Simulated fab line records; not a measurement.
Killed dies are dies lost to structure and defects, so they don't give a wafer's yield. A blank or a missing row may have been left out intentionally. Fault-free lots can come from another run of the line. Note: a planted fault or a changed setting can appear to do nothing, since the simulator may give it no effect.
Split-lot experiment :: flow n5_finfet :: 21 wafers read across 7 lots, on a route 1938 steps long

SPLIT DETAILS
At N5_PASSIVATION_PASS_ETCH_47 (etches SiNx in CF4/O2, target depth 770 nm, time 385 s), the setting time_s was moved away from the recipe's 385 s on 6 of the 21 wafers read, by +9.9% to +15.7%. All remaining wafers had this setting at the recipe value.

The reading is taken at the split's own step.

THE READING
etch.depth_nm (the simulator's own value, which no gauge read), in nm, at N5_PASSIVATION_PASS_ETCH_47 (etches SiNx in CF4/O2, target depth 770 nm, time 385 s). No usual value for it is given in the file. Average 778.4 nm, standard deviation 11 nm, over the 15 wafers here run with the recipe.

wafer: L077.1
tool, chamber at the split: rie_diel-02, 1
time_s as run, s: 385
against the recipe: recipe
etch.depth_nm, nm: 799.7
against lot-mates on the recipe: -

wafer: L077.4
tool, chamber at the split: rie_diel-02, 0
time_s as run, s: 430.7
against the recipe: +11.9%
etch.depth_nm, nm: 866.5
against lot-mates on the recipe: +72.3

wafer: L077.6
tool, chamber at the split: rie_diel-02, 1
time_s as run, s: 385
against the recipe: recipe
etch.depth_nm, nm: 788.7
against lot-mates on the recipe: -

wafer: L080.2
tool, chamber at the split: rie_diel-04, 1
time_s as run, s: 426.1
against the recipe: +10.7%
etch.depth_nm, nm: 853.4
against lot-mates on the recipe: +73.6

wafer: L080.5
tool, chamber at the split: rie_diel-04, 3
time_s as run, s: 385
against the recipe: recipe
etch.depth_nm, nm: 779.8
against lot-mates on the recipe: -

wafer: L080.6
tool, chamber at the split: rie_diel-04, 0
time_s as run, s: 426.1
against the recipe: +10.7%
etch.depth_nm, nm: 867.3
against lot-mates on the recipe: +87.5

wafer: L082.4
tool, chamber at the split: rie_diel-04, 3
time_s as run, s: 385
against the recipe: recipe
etch.depth_nm, nm: 779.6
against lot-mates on the recipe: -

wafer: L082.5
tool, chamber at the split: rie_diel-04, 2
time_s as run, s: 445.4
against the recipe: +15.7%
etch.depth_nm, nm: 889.5
against lot-mates on the recipe: +112.5

wafer: L082.6
tool, chamber at the split: rie_diel-04, 1
time_s as run, s: 385
against the recipe: recipe
etch.depth_nm, nm: 774.5
against lot-mates on the recipe: -

wafer: L090.3
tool, chamber at the split: rie_diel-02, 0
time_s as run, s: 385
against the recipe: recipe
etch.depth_nm, nm: 789.3
against lot-mates on the recipe: -

wafer: L090.5
tool, chamber at the split: rie_diel-02, 1
time_s as run, s: 385
against the recipe: recipe
etch.depth_nm, nm: 794.8
against lot-mates on the recipe: -

wafer: L090.6
tool, chamber at the split: rie_diel-02, 2
time_s as run, s: 385
against the recipe: recipe
etch.depth_nm, nm: 767.5
against lot-mates on the recipe: -

wafer: L092.1
tool, chamber at the split: rie_diel-04, 3
time_s as run, s: 385
against the recipe: recipe
etch.depth_nm, nm: 779.6
against lot-mates on the recipe: -

wafer: L092.4
tool, chamber at the split: rie_diel-04, 2
time_s as run, s: 423.2
against the recipe: +9.9%
etch.depth_nm, nm: 850.9
against lot-mates on the recipe: +71.3

wafer: L092.5
tool, chamber at the split: rie_diel-04, 3
time_s as run, s: 423.2
against the recipe: +9.9%
etch.depth_nm, nm: 852.3
against lot-mates on the recipe: +72.7

wafer: L089.2
tool, chamber at the split: rie_diel-02, 0
time_s as run, s: 385
against the recipe: recipe
etch.depth_nm, nm: 782
against lot-mates on the recipe: -

wafer: L089.3
tool, chamber at the split: rie_diel-02, 2
time_s as run, s: 385
against the recipe: recipe
etch.depth_nm, nm: 769.2
against lot-mates on the recipe: -

wafer: L089.5
tool, chamber at the split: rie_diel-02, 2
time_s as run, s: 385
against the recipe: recipe
etch.depth_nm, nm: 772.9
against lot-mates on the recipe: -

wafer: L096.3
tool, chamber at the split: rie_diel-04, 0
time_s as run, s: 385
against the recipe: recipe
etch.depth_nm, nm: 764.7
against lot-mates on the recipe: -

wafer: L096.5
tool, chamber at the split: rie_diel-04, 1
time_s as run, s: 385
against the recipe: recipe
etch.depth_nm, nm: 771.3
against lot-mates on the recipe: -

wafer: L096.6
tool, chamber at the split: rie_diel-04, 0
time_s as run, s: 385
against the recipe: recipe
etch.depth_nm, nm: 763.1
against lot-mates on the recipe: -

FIT RESULTS
A straight line over all 21 wafers: etch.depth_nm changes by +7.36 nm for each +1% of time_s; r = +0.97; the points scatter about the line by 9.8 nm.
The same after taking each lot's own level away (the mean of its wafers on the recipe; 21 wafers): +7.1 nm for each +1%; r = +0.99; scatter 6.9 nm.
The reading moves by 1.1e+02 nm for the largest change in time_s, on that fit.
Across the lots, their own levels run from 766.37 to 794.20 nm, a range of 2.6 times the standard deviation given above.
The two slopes are in agreement: the lot-to-lot level therefore moves the slope only a little.
Check: +111 nm against its lot-mates is what the line predicts for one of the wafers moved furthest among these (+15.7%) when that wafer is left out of the fit. Against them it came out at +112 nm.

THE OTHER SPLITS THESE WAFERS WENT THROUGH
These wafers also went through other splits before the reading. Each is held against what the fit with the lots' levels taken away leaves over:
other split on the same wafers: N5_BEOL_M11_EXPOSE_25 dose_mj
wafers away from the commonest value: 4
r with etch.depth_nm (lot level and that fit taken away): +0.15

other split on the same wafers: N5_BEOL_M13_EXPOSE_07 dose_mj
wafers away from the commonest value: 5
r with etch.depth_nm (lot level and that fit taken away): -0.07

other split on the same wafers: N5_BEOL_M13_ETCH_68 time_s
wafers away from the commonest value: 8
r with etch.depth_nm (lot level and that fit taken away): +0.23

other split on the same wafers: N5_BEOL_M13_SPUTTER_43 power_w
wafers away from the commonest value: 6
r with etch.depth_nm (lot level and that fit taken away): -0.44

other split on the same wafers: N5_BEOL_M14_ETCH_68 time_s
wafers away from the commonest value: 9
r with etch.depth_nm (lot level and that fit taken away): +0.12

other split on the same wafers: N5_BEOL_M15_ETCH_61 time_s
wafers away from the commonest value: 12
r with etch.depth_nm (lot level and that fit taken away): +0.19

other split on the same wafers: N5_BEOL_M15_TRENCH_ETCH_34 time_s
wafers away from the commonest value: 10
r with etch.depth_nm (lot level and that fit taken away): +0.29

FILE'S OWN FIT
etch.depth_nm changes by +7 nm for each +1% of time_s, r = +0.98.
